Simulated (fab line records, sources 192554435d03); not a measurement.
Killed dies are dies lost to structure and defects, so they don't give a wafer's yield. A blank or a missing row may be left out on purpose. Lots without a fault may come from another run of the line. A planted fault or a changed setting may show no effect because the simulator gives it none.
Which tool did it? | flow n5_finfet | 24 lots, 72 wafers sampled, at 5 steps of a route of 1938

WHAT THE GAUGES READ, wafer by wafer
N5_DUMMY_GATE_INSPECT_27: inspects for defects (brightfield). Usual: raw_defect_count 279, standard deviation 63.
lot  | measured    | on                | raw_defect_count | flag
L074 | day 3 04:25 | defect_inspect-02 | 282 421 321      |
L075 | day 3 07:43 | defect_inspect-01 | 304 229 249      |
L076 | day 3 12:18 | defect_inspect-02 | 319 212 380      |
L077 | day 3 18:12 | defect_inspect-02 | 214 167 244      |
L078 | day 3 23:19 | defect_inspect-01 | 276 444 355      |
L079 | day 4 05:51 | defect_inspect-01 | 199 302 237      |
L080 | day 4 11:44 | defect_inspect-01 | 211 222 274      |
L081 | day 4 17:08 | defect_inspect-02 | 420 236 238      |
L082 | day 4 23:10 | defect_inspect-01 | 296 199 243      |
L083 | day 5 07:02 | defect_inspect-01 | 190 262 190      |
L084 | day 5 14:35 | defect_inspect-02 | 246 293 244      |
L085 | day 5 20:34 | defect_inspect-02 | 330 322 314      |
L086 | day 6 00:11 | defect_inspect-02 | 277 305 406      |
L087 | day 6 04:28 | defect_inspect-01 | 330 302 284      |
L088 | day 6 12:32 | defect_inspect-02 | 450 338 393      |
L089 | day 6 17:59 | defect_inspect-01 | 261 261 190      |
L090 | day 6 22:43 | defect_inspect-01 | 296 265 253      |
L091 | day 7 08:29 | defect_inspect-02 | 294 297 380      |
L092 | day 7 16:56 | defect_inspect-01 | 195 329 288      |
L093 | day 7 17:23 | defect_inspect-02 | 164 284 418      |
L094 | day 8 03:58 | defect_inspect-02 | 235 265 190      |
L095 | day 8 06:55 | defect_inspect-01 | 171 237 185      |
L096 | day 8 11:31 | defect_inspect-01 | 266 357 323      |
L097 | day 8 16:06 | defect_inspect-02 | 186 233 260      |

N5_SPACER0_INSPECT_04: inspects for defects (darkfield). Usual: raw_defect_count 132, standard deviation 29.
lot  | measured    | on                | raw_defect_count | flag
L074 | day 3 05:42 | defect_inspect-01 | 137 184 149      |
L075 | day 3 08:20 | defect_inspect-02 | 136 140 153      |
L076 | day 3 13:01 | defect_inspect-01 | 133 100 164      |
L077 | day 3 18:48 | defect_inspect-01 | 84 73 124        |
L078 | day 4 00:37 | defect_inspect-01 | 125 160 155      |
L079 | day 4 06:44 | defect_inspect-02 | 99 132 118       |
L080 | day 4 12:20 | defect_inspect-02 | 83 92 136        |
L081 | day 4 17:44 | defect_inspect-02 | 183 114 134      |
L082 | day 5 00:19 | defect_inspect-02 | 145 93 127       |
L083 | day 5 07:38 | defect_inspect-01 | 105 111 116      |
L084 | day 5 16:16 | defect_inspect-01 | 97 107 107       |
L085 | day 5 21:27 | defect_inspect-02 | 158 157 142      |
L086 | day 6 00:48 | defect_inspect-02 | 119 152 188      |
L087 | day 6 05:04 | defect_inspect-02 | 170 183 131      |
L088 | day 6 13:08 | defect_inspect-02 | 168 138 183      |
L089 | day 6 18:35 | defect_inspect-02 | 163 121 95       |
L090 | day 6 23:19 | defect_inspect-02 | 142 165 155      |
L091 | day 7 09:17 | defect_inspect-02 | 130 120 161      |
L092 | day 7 17:32 | defect_inspect-02 | 101 144 171      |
L093 | day 7 17:59 | defect_inspect-02 | 100 116 177      |
L094 | day 8 04:34 | defect_inspect-01 | 105 128 78       |
L095 | day 8 07:31 | defect_inspect-01 | 76 121 115       |
L096 | day 8 14:11 | defect_inspect-02 | 149 211 146      |
L097 | day 8 17:05 | defect_inspect-01 | 108 111 108      |

WHICH TOOL RAN EACH LOT (tool, then ch and the chambers of the sampled wafers, then the start)
lot  | N5_STI_FIN_REVEAL_ALD_00         | N5_DUMMY_GATE_ETCH_36             | N5_DUMMY_GATE_ETCH_23
L074 | ald_sin-01 ch 0,1, day 2 07:14   | rie_diel-05 ch 1,2, day 3 03:03   | rie_si-04 ch 2,3, day 3 03:55
L075 | ald_sin-02 ch 0,1,2, day 2 09:38 | rie_diel-04 ch 0,1,2, day 3 06:40 | rie_si-01 ch 0,1,3, day 3 07:15
L076 | ald_sin-01 ch 1,2,3, day 2 16:14 | rie_diel-05 ch 0,1,3, day 3 10:56 | rie_si-04 ch 0,1,3, day 3 11:51
L077 | ald_sin-01 ch 0,1,3, day 2 22:53 | rie_diel-04 ch 0,2, day 3 17:09   | rie_si-02 ch 0,1,3, day 3 17:45
L078 | ald_sin-04 ch 2,3, day 3 04:52   | rie_diel-04 ch 0,1,2, day 3 22:16 | rie_si-02 ch 1,2,3, day 3 22:52
L079 | ald_sin-02 ch 0,1,3, day 3 10:37 | rie_diel-06 ch 0,1,3, day 4 04:48 | rie_si-01 ch 1,2, day 4 05:23
L080 | ald_sin-02 ch 0,2,3, day 3 16:29 | rie_diel-04 ch 0,1,2, day 4 10:41 | rie_si-04 ch 0,1,2, day 4 11:17
L081 | ald_sin-04 ch 0,1,3, day 3 22:02 | rie_diel-05 ch 0,2,3, day 4 16:00 | rie_si-02 ch 2,3, day 4 16:36
L082 | ald_sin-02 ch 0,3, day 4 04:22   | rie_diel-05 ch 0,2, day 4 22:07   | rie_si-02 ch 0,3, day 4 22:43
L083 | ald_sin-01 ch 0,1,3, day 4 10:49 | rie_diel-04 ch 0,1,2, day 5 05:46 | rie_si-02 ch 0,1,2, day 5 06:31
L084 | ald_sin-01 ch 0,1,3, day 4 19:26 | rie_diel-04 ch 0,1,2, day 5 13:31 | rie_si-02 ch 0,2,3, day 5 14:07
L085 | ald_sin-02 ch 2,3, day 5 02:02   | rie_diel-05 ch 0,1, day 5 19:31   | rie_si-04 ch 0,1,2, day 5 20:07
L086 | ald_sin-04 ch 0,2,3, day 5 04:37 | rie_diel-05 ch 1,2,3, day 5 23:09 | rie_si-02 ch 2,3, day 5 23:44
L087 | ald_sin-02 ch 1,2,3, day 5 09:52 | rie_diel-04 ch 0,1,2, day 6 03:18 | rie_si-02 ch 1,2, day 6 03:59
L088 | ald_sin-01 ch 0,2,3, day 5 16:13 | rie_diel-06 ch 0,1,2, day 6 10:42 | rie_si-01 ch 1,3, day 6 11:34
L089 | ald_sin-01 ch 1,2,3, day 5 23:05 | rie_diel-06 ch 1,2, day 6 16:46   | rie_si-04 ch 0,1,2, day 6 17:29
L090 | ald_sin-01 ch 0,3, day 6 04:13   | rie_diel-06 ch 2,3, day 6 21:40   | rie_si-04 ch 0,1,3, day 6 22:16
L091 | ald_sin-01 ch 0,1,2, day 6 11:25 | rie_diel-04 ch 1,2, day 7 07:13   | rie_si-01 ch 0,2, day 7 07:52
L092 | ald_sin-04 ch 0,3, day 6 16:43   | rie_diel-06 ch 0,3, day 7 15:32   | rie_si-02 ch 0,1,2, day 7 16:28
L093 | ald_sin-01 ch 2,3, day 6 21:41   | rie_diel-06 ch 0,1,3, day 7 16:13 | rie_si-01 ch 1,2,3, day 7 16:52
L094 | ald_sin-04 ch 0,3, day 7 07:02   | rie_diel-05 ch 1,3, day 8 02:31   | rie_si-01 ch 1,2, day 8 03:28
L095 | ald_sin-04 ch 0,3, day 7 11:58   | rie_diel-04 ch 0,3, day 8 05:49   | rie_si-01 ch 0,1,2, day 8 06:28
L096 | ald_sin-02 ch 0,2,3, day 7 16:37 | rie_diel-05 ch 1,2,3, day 8 10:24 | rie_si-04 ch 1,2,3, day 8 11:01
L097 | ald_sin-04 ch 0,1,2, day 7 21:39 | rie_diel-04 ch 0,1, day 8 15:03   | rie_si-02 ch 0,2, day 8 15:39
- N5_STI_FIN_REVEAL_ALD_00: deposits SiO2, target thk 1 nm, pulse time 1 s.
- N5_DUMMY_GATE_ETCH_36: etches SiARC in CF4, target depth 13 nm.
- N5_DUMMY_GATE_ETCH_23: etches poly-Si in HBr/Cl2/O2, target depth 41 nm, time 22.3 s.

WHAT THE TOOLS THEMSELVES READ (means of the sampled wafers that have a number; where no wafer has one, the mark that the record gives instead)
N5_STI_FIN_REVEAL_ALD_00. Usual: heater_power_w 476 W, standard deviation 60; precursor_pulse_height_rel 1.000, standard deviation 0.02.
lot  | tool       | heater_power_w (W) | precursor_pulse_height_rel | flag
L074 | ald_sin-01 | 553                | 0.982                      |
L075 | ald_sin-02 | 481                | 0.986                      |
L076 | ald_sin-01 | 462                | 0.984                      |
L077 | ald_sin-01 | 513                | 1.008                      |
L078 | ald_sin-04 | 481                | 1.010                      |
L079 | ald_sin-02 | 467                | 1.013                      |
L080 | ald_sin-02 | 474                | 1.005                      |
L081 | ald_sin-04 | 446                | 1.001                      |
L082 | ald_sin-02 | 482                | 0.997                      |
L083 | ald_sin-01 | 514                | 1.000                      |
L084 | ald_sin-01 | 514                | 1.001                      |
L085 | ald_sin-02 | 450                | 1.013                      |
L086 | ald_sin-04 | 493                | 0.974                      |
L087 | ald_sin-02 | 466                | 0.997                      |
L088 | ald_sin-01 | 463                | 0.996                      |
L089 | ald_sin-01 | 460                | 1.020                      |
L090 | ald_sin-01 | 513                | 1.002                      |
L091 | ald_sin-01 | 497                | 1.003                      |
L092 | ald_sin-04 | 457                | 0.991                      |
L093 | ald_sin-01 | 414                | 1.002                      |
L094 | ald_sin-04 | 451                | 1.029                      |
L095 | ald_sin-04 | 452                | 0.989                      |
L096 | ald_sin-02 | 474                | 1.013                      |
L097 | ald_sin-04 | 487                | 1.002                      |

N5_DUMMY_GATE_ETCH_36. Usual: drypump_motor_current_A 5.7 A, standard deviation 0.4; oes_product_au 0.76 a.u., standard deviation 0.086; rf_fwd_power_W 539.7 W, standard deviation 2.5; rf_vpp_V 184.1 V, standard deviation 1.1; showerhead_plenum_p_Torr 2.15 Torr, standard deviation 0.065; throttle_valve_pct 15.71 %, standard deviation 0.24.
lot  | tool        | drypump_motor_current_A (A) | oes_product_au (a.u.) | rf_fwd_power_W (W) | rf_vpp_V (V) | showerhead_plenum_p_Torr (Torr) | throttle_valve_pct (%) | flag
L074 | rie_diel-05 | 5.3                         | 0.89                  | 537.7              | 185.0        | 2.15                            | 15.51                  |
L075 | rie_diel-04 | 6.0                         | 0.77                  | 542.4              | 183.2        | 2.15                            | 15.79                  |
L076 | rie_diel-05 | 5.7                         | 0.79                  | 538.2              | 183.6        | 2.12                            | 15.65                  |
L077 | rie_diel-04 | 6.2                         | 0.74                  | 542.0              | 183.3        | 2.11                            | 15.94                  |
L078 | rie_diel-04 | 6.0                         | 0.76                  | 541.6              | 184.4        | 2.14                            | 15.81                  |
L079 | rie_diel-06 | 5.6                         | 0.75                  | 537.0              | 184.0        | 2.17                            | 15.56                  |
L080 | rie_diel-04 | 6.0                         | 0.75                  | 540.8              | 184.5        | 2.14                            | 15.82                  |
L081 | rie_diel-05 | 5.6                         | 0.85                  | 538.2              | 184.7        | 2.16                            | 15.58                  |
L082 | rie_diel-05 | 5.4                         | 0.85                  | 539.8              | 184.4        | 2.19                            | 15.63                  |
L083 | rie_diel-04 | 6.0                         | 0.74                  | 542.2              | 184.6        | 2.14                            | 15.84                  |
L084 | rie_diel-04 | 6.0                         | 0.74                  | 542.8              | 184.5        | 2.14                            | 15.84                  |
L085 | rie_diel-05 | 5.6                         | 0.73                  | 538.4              | 184.2        | 2.11                            | 15.81                  |
L086 | rie_diel-05 | 5.4                         | 0.83                  | 536.2              | 183.2        | 2.11                            | 15.51                  |
L087 | rie_diel-04 | 6.0                         | 0.74                  | 543.3              | 183.5        | 2.14                            | 15.85                  |
L088 | rie_diel-06 | 5.8                         | 0.72                  | 539.5              | 184.0        | 2.16                            | 15.68                  |
L089 | rie_diel-06 | 5.9                         | 0.73                  | 539.1              | 185.4        | 2.17                            | 15.74                  |
L090 | rie_diel-06 | 5.5                         | 0.75                  | 537.8              | 185.1        | 2.23                            | 15.56                  |
L091 | rie_diel-04 | 6.1                         | 0.67                  | 540.0              | 184.4        | 2.17                            | 15.94                  |
L092 | rie_diel-06 | 5.5                         | 0.72                  | 537.4              | 184.9        | 2.20                            | 15.53                  |
L093 | rie_diel-06 | 5.6                         | 0.73                  | 536.9              | 184.1        | 2.16                            | 15.60                  |
L094 | rie_diel-05 | 5.6                         | 0.76                  | 538.5              | 183.3        | 2.06                            | 15.61                  |
L095 | rie_diel-04 | 5.4                         | 0.82                  | 540.8              | 183.2        | 2.11                            | 15.70                  |
L096 | rie_diel-05 | 5.4                         | 0.81                  | 538.3              | 183.7        | 2.10                            | 15.54                  |
L097 | rie_diel-04 | 5.8                         | 0.73                  | 542.2              | 183.6        | 2.17                            | 15.76                  |

N5_DUMMY_GATE_ETCH_23. Usual: drypump_motor_current_A 5.8 A, standard deviation 0.43; he_backside_leak_sccm 2.75 sccm, standard deviation 0.23; oes_product_au 1.005 a.u., standard deviation 0.017; rf_fwd_power_W 793.9 W, standard deviation 3; throttle_valve_pct 37.16 %, standard deviation 0.21.
lot  | tool      | drypump_motor_current_A (A) | he_backside_leak_sccm (sccm) | oes_product_au (a.u.) | rf_fwd_power_W (W) | throttle_valve_pct (%) | flag
L074 | rie_si-04 | 6.1                         | 2.57                         | 1.016                 | 794.5              | 37.03                  |
L075 | rie_si-01 | 5.8                         | 2.68                         | 0.998                 | 793.7              | 37.20                  |
L076 | rie_si-04 | 5.8                         | 2.63                         | 1.006                 | 793.3              | 36.98                  |
L077 | rie_si-02 | 6.1                         | 2.99                         | 1.005                 | 795.3              | 37.18                  |
L078 | rie_si-02 | 5.7                         | 2.99                         | 1.004                 | 792.1              | 37.22                  |
L079 | rie_si-01 | 5.0                         | 2.61                         | 1.009                 | 793.3              | 37.38                  |
L080 | rie_si-04 | 5.9                         | 2.59                         | 1.007                 | 796.4              | 37.04                  |
L081 | rie_si-02 | 5.5                         | 2.80                         | 1.019                 | 794.9              | 37.25                  |
L082 | rie_si-02 | 6.2                         | 2.94                         | 1.004                 | 794.0              | 37.16                  |
L083 | rie_si-02 | 5.8                         | 2.83                         | 0.997                 | 794.0              | 37.31                  |
L084 | rie_si-02 | 5.8                         | 2.99                         | 1.010                 | 791.4              | 37.22                  |
L085 | rie_si-04 | 5.9                         | 2.47                         | 1.009                 | 794.5              | 37.09                  |
L086 | rie_si-02 | 5.5                         | 2.88                         | 1.012                 | 788.3              | 37.25                  |
L087 | rie_si-02 | 5.7                         | 2.88                         | 1.007                 | 794.6              | 37.32                  |
L088 | rie_si-01 | 5.7                         | 2.57                         | 1.020                 | 797.3              | 37.18                  |
L089 | rie_si-04 | 5.9                         | 2.44                         | 1.014                 | 792.9              | 37.09                  |
L090 | rie_si-04 | 5.8                         | 2.53                         | 1.007                 | 795.5              | 37.03                  |
L091 | rie_si-01 | 5.6                         | 2.80                         | 0.969                 | 795.1              | 37.03                  |
L092 | rie_si-02 | 5.8                         | 2.74                         | 1.003                 | 796.6              | 37.32                  |
L093 | rie_si-01 | 5.3                         | 2.63                         | 1.004                 | 791.3              | 37.17                  |
L094 | rie_si-01 | 5.0                         | 2.67                         | 1.014                 | 792.9              | 37.38                  |
L095 | rie_si-01 | 5.3                         | 2.73                         | 0.995                 | 794.8              | 37.21                  |
L096 | rie_si-04 | 5.9                         | 2.60                         | 1.009                 | 796.8              | 37.09                  |
L097 | rie_si-02 | 5.5                         | 2.73                         | 1.005                 | 796.0              | 37.36                  |

THE ANSWER, worked out from the rows above alone
Rule: a lot is off if the mean of its wafers that have a number lies more than 3 standard deviations from the usual mean. A lot without any number at a reading at which 4 lots or more have one is off too. The other lots that the step has rows for count as sound. The gauges are gone through in route order, then the tools' own readings, and for those a lot's mean is taken as printed above. The first step at which some lot is off is used, and at that step the reading that is off furthest; a lot without a number counts as furthest.
No lot is off at any reading shown: from this, nothing can be told.

WHAT THE SIMULATOR HAD PUT IN
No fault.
